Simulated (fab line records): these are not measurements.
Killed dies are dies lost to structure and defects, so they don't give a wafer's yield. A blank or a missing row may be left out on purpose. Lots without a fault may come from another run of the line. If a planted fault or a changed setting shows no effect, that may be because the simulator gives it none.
Which tool is to blame? :: flow nandHarc :: 12 lots, 36 wafers sampled, at 5 steps of a route of 1302

## WHAT THE GAUGES READ, wafer by wafer
NHARC_P_ZERO_WELL_CD_MEAS_24 targets a cd of 720 nm. Usual: cdNm reads 719.5 nm (standard deviation 2.6).
lot: L755
measured: day 2 08:27
on: cdSem-02
cdNm (nm): 719.7 717.7 716.6
flag: 

lot: L757
measured: day 3 04:55
on: cdSem-01
cdNm (nm): 718.4 721.9 723.4
flag: 

lot: L758
measured: day 3 14:29
on: cdSem-02
cdNm (nm): 720.8 720.0 724.6
flag: 

lot: L759
measured: day 4 00:24
on: cdSem-03
cdNm (nm): 721.5 719.2 718.9
flag: 

lot: L761
measured: day 4 20:35
on: cdSem-01
cdNm (nm): 723.3 722.5 723.2
flag: 

lot: L763
measured: day 5 16:28
on: cdSem-01
cdNm (nm): 720.7 716.7 719.6
flag: 

lot: L764
measured: day 6 02:28
on: cdSem-03
cdNm (nm): 720.9 723.7 724.0
flag: 

lot: L766
measured: day 6 22:36
on: cdSem-02
cdNm (nm): 718.6 716.9 721.9
flag: 

lot: L770
measured: day 8 14:35
on: cdSem-03
cdNm (nm): 718.1 718.4 716.5
flag: 

lot: L775
measured: day 10 16:31
on: cdSem-02
cdNm (nm): 725.2 723.5 719.6
flag: 

lot: L776
measured: day 11 02:28
on: cdSem-03
cdNm (nm): 716.7 715.4 715.3
flag: 

lot: L777
measured: day 11 12:35
on: cdSem-01
cdNm (nm): 718.9 715.1 721.0
flag: 

NHARC_END_SORT_01. Usual: killedAtArray 45, standard deviation 18; killedAtOther 0.9, standard deviation 1.3; killedAtPeriphery 3.7, standard deviation 2.2; killedDies 50, standard deviation 18; killedOpen 3.2, standard deviation 1.9; killedShort 2.4, standard deviation 1.6.
lot: L755
measured: day 24 09:58
on: prober-01
killedAtArray: 35 38 31
killedAtOther: 0 0 0
killedAtPeriphery: 3 4 3
killedDies: 38 42 34
killedOpen: 3 1 1
killedShort: 7 0 2
flag: 

lot: L757
measured: day 25 05:16
on: prober-02
killedAtArray: 28 45 31
killedAtOther: 0 1 0
killedAtPeriphery: 1 4 2
killedDies: 29 50 33
killedOpen: 1 5 6
killedShort: 2 7 1
flag: 

lot: L758
measured: day 26 10:15
on: prober-02
killedAtArray: 65 58 72
killedAtOther: 1 0 0
killedAtPeriphery: 2 3 1
killedDies: 68 61 73
killedOpen: 7 1 3
killedShort: 1 1 1
flag: 

lot: L759
measured: day 25 19:53
on: prober-01
killedAtArray: 29 27 14
killedAtOther: 2 3 8
killedAtPeriphery: 0 3 2
killedDies: 31 33 24
killedOpen: 4 9 2
killedShort: 1 2 4
flag: 

lot: L761
measured: day 27 06:01
on: prober-01
killedAtArray: 78 74 80
killedAtOther: 0 1 0
killedAtPeriphery: 4 0 2
killedDies: 82 75 82
killedOpen: 3 4 3
killedShort: 6 1 2
flag: 

lot: L763
measured: day 28 00:35
on: prober-01
killedAtArray: 54 47 52
killedAtOther: 3 2 1
killedAtPeriphery: 2 1 1
killedDies: 59 50 54
killedOpen: 0 3 0
killedShort: 2 6 2
flag: 

lot: L764
measured: day 28 18:28
on: prober-02
killedAtArray: 36 19 39
killedAtOther: 0 0 0
killedAtPeriphery: 3 11 9
killedDies: 39 30 48
killedOpen: 3 2 1
killedShort: 2 0 1
flag: 

lot: L766
measured: day 28 18:28
on: prober-01
killedAtArray: 44 28 35
killedAtOther: 0 1 1
killedAtPeriphery: 2 7 2
killedDies: 46 36 38
killedOpen: 6 4 1
killedShort: 6 1 1
flag: 

lot: L770
measured: day 31 07:25
on: prober-01
killedAtArray: 55 44 40
killedAtOther: 0 0 0
killedAtPeriphery: 0 3 2
killedDies: 55 47 42
killedOpen: 3 7 7
killedShort: 1 1 0
flag: 

lot: L775
measured: day 33 13:41
on: prober-02
killedAtArray: 13 10 20
killedAtOther: 1 1 2
killedAtPeriphery: 7 2 4
killedDies: 21 13 26
killedOpen: 4 1 4
killedShort: 3 4 2
flag: 

lot: L776
measured: day 33 11:34
on: prober-01
killedAtArray: 22 21 17
killedAtOther: 1 2 0
killedAtPeriphery: 3 7 5
killedDies: 26 30 22
killedOpen: 0 4 5
killedShort: 3 1 1
flag: 

lot: L777
measured: day 33 05:45
on: prober-02
killedAtArray: 72 49 75
killedAtOther: 0 1 0
killedAtPeriphery: 5 3 4
killedDies: 77 53 79
killedOpen: 3 2 3
killedShort: 2 1 4
flag: 

## WHICH TOOL RAN EACH LOT (tool, then ch and the chambers of the sampled wafers, then the start)
lot: L755
NHARC_P_STI_DESCUM_14: rieDiel-03 ch 0,1,2, day 3 06:51
NHARC_P_STI_ETCH_42: rieDiel-03 ch 2,3, day 3 06:55
NHARC_P_STI_CMP_21: cmp-02 ch 0,2, day 4 01:56

lot: L757
NHARC_P_STI_DESCUM_14: rieDiel-01 ch 0,1,2, day 4 02:50
NHARC_P_STI_ETCH_42: rieDiel-01 ch 0,1, day 4 02:56
NHARC_P_STI_CMP_21: cmp-02 ch 0,2, day 4 21:27

lot: L758
NHARC_P_STI_DESCUM_14: rieDiel-01 ch 0,1,2, day 4 13:20
NHARC_P_STI_ETCH_42: rieDiel-01 ch 0,2, day 4 13:25
NHARC_P_STI_CMP_21: cmp-03 ch 1,2,3, day 5 08:49

lot: L759
NHARC_P_STI_DESCUM_14: rieDiel-07 ch 0,2,3, day 4 21:11
NHARC_P_STI_ETCH_42: rieDiel-07 ch 0,1, day 4 21:17
NHARC_P_STI_CMP_21: cmp-01 ch 1,2,3, day 5 15:28

lot: L761
NHARC_P_STI_DESCUM_14: rieDiel-07 ch 0,2,3, day 5 20:25
NHARC_P_STI_ETCH_42: rieDiel-07 ch 0,1,3, day 5 20:29
NHARC_P_STI_CMP_21: cmp-01 ch 0,1,2, day 6 15:47

lot: L763
NHARC_P_STI_DESCUM_14: rieDiel-01 ch 0,1,2, day 6 13:11
NHARC_P_STI_ETCH_42: rieDiel-01 ch 0,1,2, day 6 13:16
NHARC_P_STI_CMP_21: cmp-01 ch 0,2,3, day 7 09:44

lot: L764
NHARC_P_STI_DESCUM_14: rieDiel-03 ch 1,2,3, day 7 02:44
NHARC_P_STI_ETCH_42: rieDiel-03 ch 0,2,3, day 7 02:50
NHARC_P_STI_CMP_21: cmp-01 ch 0,3, day 7 22:44

lot: L766
NHARC_P_STI_DESCUM_14: rieDiel-07 ch 1,2,3, day 7 21:27
NHARC_P_STI_ETCH_42: rieDiel-07 ch 0,1,3, day 7 21:32
NHARC_P_STI_CMP_21: cmp-03 ch 2,3, day 8 15:32

lot: L770
NHARC_P_STI_DESCUM_14: rieDiel-01 ch 0,1,2, day 9 10:38
NHARC_P_STI_ETCH_42: rieDiel-01 ch 1,2,3, day 9 10:42
NHARC_P_STI_CMP_21: cmp-03 ch 0,1,2, day 10 05:15

lot: L775
NHARC_P_STI_DESCUM_14: rieDiel-03 ch 0,1,2, day 11 13:29
NHARC_P_STI_ETCH_42: rieDiel-03 ch 0,2,3, day 11 13:35
NHARC_P_STI_CMP_21: cmp-01 ch 1,2, day 12 07:56

lot: L776
NHARC_P_STI_DESCUM_14: rieDiel-03 ch 2,3, day 12 00:09
NHARC_P_STI_ETCH_42: rieDiel-03 ch 1,2, day 12 00:14
NHARC_P_STI_CMP_21: cmp-02 ch 1,2,3, day 12 18:05

lot: L777
NHARC_P_STI_DESCUM_14: rieDiel-01 ch 1,2,3, day 12 09:58
NHARC_P_STI_ETCH_42: rieDiel-01 ch 0,2,3, day 12 10:02
NHARC_P_STI_CMP_21: cmp-02 ch 0,2,3, day 13 03:49
- NHARC_P_STI_DESCUM_14: chemistry O2, time 3 s.
- NHARC_P_STI_ETCH_42: etches the open film in N2/H2, target depth 80 nm, overetch 24 nm, time 61 s.
- NHARC_P_STI_CMP_21: polishes, t overpolish 20 s, target thk 380.67 nm.

## WHAT THE TOOLS THEMSELVES READ (means of the sampled wafers that have a number; where no wafer has one, the mark that the record gives instead)
NHARC_P_STI_DESCUM_14. Usual: drypumpMotorCurrentA 5.7 A, standard deviation 0.33; o2FlowSccm 200.1 sccm, standard deviation 0.58; oesProductAu 1.002 a.u., standard deviation 0.012; rfVppV 57.8 V, standard deviation 0.78; showerheadPlenumPTorr 1.91 Torr, standard deviation 0.09; throttleValvePct 11.312 %, standard deviation 0.009.
lot: L755
tool: rieDiel-03
drypumpMotorCurrentA (A): 5.6
o2FlowSccm (sccm): 200.6
oesProductAu (a.u.): 1.005
rfVppV (V): 58.0
showerheadPlenumPTorr (Torr): 1.94
throttleValvePct (%): 11.303
flag: 

lot: L757
tool: rieDiel-01
drypumpMotorCurrentA (A): 5.6
o2FlowSccm (sccm): 200.3
oesProductAu (a.u.): 1.007
rfVppV (V): 58.0
showerheadPlenumPTorr (Torr): 1.95
throttleValvePct (%): 11.320
flag: 

lot: L758
tool: rieDiel-01
drypumpMotorCurrentA (A): 5.6
o2FlowSccm (sccm): 200.1
oesProductAu (a.u.): 1.006
rfVppV (V): 57.3
showerheadPlenumPTorr (Torr): 1.95
throttleValvePct (%): 11.317
flag: 

lot: L759
tool: rieDiel-07
drypumpMotorCurrentA (A): 5.8
o2FlowSccm (sccm): 200.0
oesProductAu (a.u.): 0.983
rfVppV (V): 57.2
showerheadPlenumPTorr (Torr): 1.86
throttleValvePct (%): 11.310
flag: 

lot: L761
tool: rieDiel-07
drypumpMotorCurrentA (A): 5.8
o2FlowSccm (sccm): 200.0
oesProductAu (a.u.): 0.995
rfVppV (V): 57.5
showerheadPlenumPTorr (Torr): 1.85
throttleValvePct (%): 11.315
flag: 

lot: L763
tool: rieDiel-01
drypumpMotorCurrentA (A): 5.6
o2FlowSccm (sccm): 199.7
oesProductAu (a.u.): 1.009
rfVppV (V): 58.2
showerheadPlenumPTorr (Torr): 1.95
throttleValvePct (%): 11.314
flag: 

lot: L764
tool: rieDiel-03
drypumpMotorCurrentA (A): 5.8
o2FlowSccm (sccm): 199.5
oesProductAu (a.u.): 0.996
rfVppV (V): 58.3
showerheadPlenumPTorr (Torr): 1.96
throttleValvePct (%): 11.312
flag: 

lot: L766
tool: rieDiel-07
drypumpMotorCurrentA (A): 5.7
o2FlowSccm (sccm): 200.1
oesProductAu (a.u.): 0.992
rfVppV (V): 58.2
showerheadPlenumPTorr (Torr): 1.85
throttleValvePct (%): 11.311
flag: 

lot: L770
tool: rieDiel-01
drypumpMotorCurrentA (A): 5.6
o2FlowSccm (sccm): 199.6
oesProductAu (a.u.): 1.009
rfVppV (V): 57.4
showerheadPlenumPTorr (Torr): 1.95
throttleValvePct (%): 11.321
flag: 

lot: L775
tool: rieDiel-03
drypumpMotorCurrentA (A): 5.6
o2FlowSccm (sccm): 199.9
oesProductAu (a.u.): 0.999
rfVppV (V): 58.4
showerheadPlenumPTorr (Torr): 1.94
throttleValvePct (%): 11.317
flag: 

lot: L776
tool: rieDiel-03
drypumpMotorCurrentA (A): 6.1
o2FlowSccm (sccm): 199.6
oesProductAu (a.u.): 1.005
rfVppV (V): 58.1
showerheadPlenumPTorr (Torr): 1.97
throttleValvePct (%): 11.310
flag: 

lot: L777
tool: rieDiel-01
drypumpMotorCurrentA (A): 5.9
o2FlowSccm (sccm): 200.0
oesProductAu (a.u.): 0.999
rfVppV (V): 57.8
showerheadPlenumPTorr (Torr): 1.92
throttleValvePct (%): 11.309
flag: 

NHARC_P_STI_ETCH_42. Usual: drypumpMotorCurrentA 5.7 A, standard deviation 0.3; oesProductAu 1.002 a.u., standard deviation 0.013; rfVppV 430.5 V, standard deviation 2.9; showerheadPlenumPTorr 2.04 Torr, standard deviation 0.1; throttleValvePct 14.170 %, standard deviation 0.0092.
lot: L755
tool: rieDiel-03
drypumpMotorCurrentA (A): 5.9
oesProductAu (a.u.): 0.989
rfVppV (V): 433.1
showerheadPlenumPTorr (Torr): 2.16
throttleValvePct (%): 14.180
flag: 

lot: L757
tool: rieDiel-01
drypumpMotorCurrentA (A): 5.4
oesProductAu (a.u.): 1.001
rfVppV (V): 431.6
showerheadPlenumPTorr (Torr): 2.07
throttleValvePct (%): 14.163
flag: 

lot: L758
tool: rieDiel-01
drypumpMotorCurrentA (A): 5.4
oesProductAu (a.u.): 1.014
rfVppV (V): 430.1
showerheadPlenumPTorr (Torr): 2.03
throttleValvePct (%): 14.168
flag: 

lot: L759
tool: rieDiel-07
drypumpMotorCurrentA (A): 5.7
oesProductAu (a.u.): 1.018
rfVppV (V): 427.3
showerheadPlenumPTorr (Torr): 1.90
throttleValvePct (%): 14.170
flag: 

lot: L761
tool: rieDiel-07
drypumpMotorCurrentA (A): 5.6
oesProductAu (a.u.): 0.996
rfVppV (V): 428.1
showerheadPlenumPTorr (Torr): 1.95
throttleValvePct (%): 14.172
flag: 

lot: L763
tool: rieDiel-01
drypumpMotorCurrentA (A): 5.6
oesProductAu (a.u.): 1.011
rfVppV (V): 431.7
showerheadPlenumPTorr (Torr): 2.08
throttleValvePct (%): 14.165
flag: 

lot: L764
tool: rieDiel-03
drypumpMotorCurrentA (A): 5.8
oesProductAu (a.u.): 1.004
rfVppV (V): 434.0
showerheadPlenumPTorr (Torr): 2.13
throttleValvePct (%): 14.173
flag: 

lot: L766
tool: rieDiel-07
drypumpMotorCurrentA (A): 5.6
oesProductAu (a.u.): 0.995
rfVppV (V): 428.8
showerheadPlenumPTorr (Torr): 1.95
throttleValvePct (%): 14.162
flag: 

lot: L770
tool: rieDiel-01
drypumpMotorCurrentA (A): 5.8
oesProductAu (a.u.): 1.007
rfVppV (V): 430.1
showerheadPlenumPTorr (Torr): 2.05
throttleValvePct (%): 14.166
flag: 

lot: L775
tool: rieDiel-03
drypumpMotorCurrentA (A): 5.8
oesProductAu (a.u.): 0.996
rfVppV (V): 433.2
showerheadPlenumPTorr (Torr): 2.13
throttleValvePct (%): 14.165
flag: 

lot: L776
tool: rieDiel-03
drypumpMotorCurrentA (A): 6.0
oesProductAu (a.u.): 1.007
rfVppV (V): 429.6
showerheadPlenumPTorr (Torr): 2.03
throttleValvePct (%): 14.171
flag: 

lot: L777
tool: rieDiel-01
drypumpMotorCurrentA (A): 5.6
oesProductAu (a.u.): 1.012
rfVppV (V): 428.1
showerheadPlenumPTorr (Torr): 1.99
throttleValvePct (%): 14.169
flag: 

NHARC_P_STI_CMP_21. Usual: motorCurrentA 12.4 A, standard deviation 0.84; overpolishRunS 20.000 s, standard deviation 0.0092.
lot: L755
tool: cmp-02
motorCurrentA (A): 11.8
overpolishRunS (s): 19.997
flag: 

lot: L757
tool: cmp-02
motorCurrentA (A): 11.9
overpolishRunS (s): 20.004
flag: 

lot: L758
tool: cmp-03
motorCurrentA (A): 12.1
overpolishRunS (s): 19.990
flag: 

lot: L759
tool: cmp-01
motorCurrentA (A): 12.6
overpolishRunS (s): 19.997
flag: 

lot: L761
tool: cmp-01
motorCurrentA (A): 13.0
overpolishRunS (s): 20.012
flag: 

lot: L763
tool: cmp-01
motorCurrentA (A): 12.9
overpolishRunS (s): 20.004
flag: 

lot: L764
tool: cmp-01
motorCurrentA (A): 12.0
overpolishRunS (s): 19.989
flag: 

lot: L766
tool: cmp-03
motorCurrentA (A): 12.2
overpolishRunS (s): 19.995
flag: 

lot: L770
tool: cmp-03
motorCurrentA (A): 11.4
overpolishRunS (s): 38.245
flag: OFF

lot: L775
tool: cmp-01
motorCurrentA (A): 13.1
overpolishRunS (s): 20.001
flag: 

lot: L776
tool: cmp-02
motorCurrentA (A): 12.6
overpolishRunS (s): 20.006
flag: 

lot: L777
tool: cmp-02
motorCurrentA (A): 12.2
overpolishRunS (s): 20.004
flag: 

## THE ANSWER, worked out from the rows above alone
Rule: a lot counts as off when the mean over its wafers that have a number is more than 3 standard deviations away from the usual mean. Also off: a lot with no number at a reading for which 4 or more lots have one. Where the step has rows for the other lots, those lots are counted as sound. First the gauges in route order, then the tools' own readings, where a lot's mean is used as printed above. At the first step where some lot is off, the reading lying furthest off is the one used; lots without a number count as furthest.
Off, at NHARC_P_STI_CMP_21 on overpolishRunS: L770.
If a tool, at that step or one of the process steps before it, ran each lot that is off and ran no sound lot following the first of them, it fits. One fits: NHARC_P_STI_CMP_21 on cmp-03. A fault onset in the window from L766 (day 8 15:32, its last sound lot) to L770 (day 10 05:15, its first lot off) fits.
The tool's own readings at NHARC_P_STI_CMP_21 bear it out: on the lots that are off they differ by more than 5 times the standard deviation of the sound lots' means. overpolishRunS reads 38.245 s there against 20.000 s on the sound lots.

## WHAT THE SIMULATOR PUT IN
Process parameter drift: cmp-03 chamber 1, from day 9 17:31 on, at NHARC_P_STI_CMP_21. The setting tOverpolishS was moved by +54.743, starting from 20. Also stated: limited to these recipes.
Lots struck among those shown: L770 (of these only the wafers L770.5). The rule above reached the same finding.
